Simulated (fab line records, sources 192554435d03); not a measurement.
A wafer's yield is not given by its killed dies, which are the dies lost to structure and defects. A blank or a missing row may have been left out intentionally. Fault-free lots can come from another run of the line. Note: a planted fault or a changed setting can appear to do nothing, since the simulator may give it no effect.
Chamber matching	flow n5-finfet	N5_BEOL_M1_ALD_84 on ald-metal-03 has 4 sister chambers
The step deposits TaN, pulse time 2 s, purge time 3 s, co reactant purge time 2 s. 4 wafers are shown with their chamber, then 11 later ones without.

== EACH WAFER AND ITS CHAMBER ==
wafer	chamber	heater-power-w (W)
L081.5	0	421
L083.6	2	362
L088.5	1	466
L089.4	3	449

== WAFERS WHOSE CHAMBER IS MISSING ==
wafer	heater-power-w (W)
L089.5	365
L089.6	475
L091.3	445
L091.5	468
L091.6	363
L093.2	422
L093.3	453
L093.5	423
L096.1	427
L096.2	476
L096.5	428

== WHICH CHAMBER EACH WENT THROUGH ==
wafer	from the rows above	in truth
L089.5	2	2
L089.6	1	1
L091.3	3	3
L091.5	1	1
L091.6	2	2
L093.2	0	0
L093.3	can't be placed: 3 or 1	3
L093.5	0	0
L096.1	0	0
L096.2	1	1
L096.5	0	0
10 of 11 placed correctly. These rows do not allow placing 1 (true chamber among the candidates in 1). Number placed wrongly: 0.
How it was worked out, from the rows above alone: a wafer's distance from a chamber is the root of the sum, over the readings, of the square of ((its reading less the chamber's mean) divided by the reading's scatter). The wafer belongs to the nearest chamber; if the next one is less than 2 further off, it can't be placed. The mean given for a chamber averages the wafers shown for that chamber. The scatter: with one shown wafer a chamber, the root of the mean of the squares of how far each hidden wafer lies from its nearest shown one.
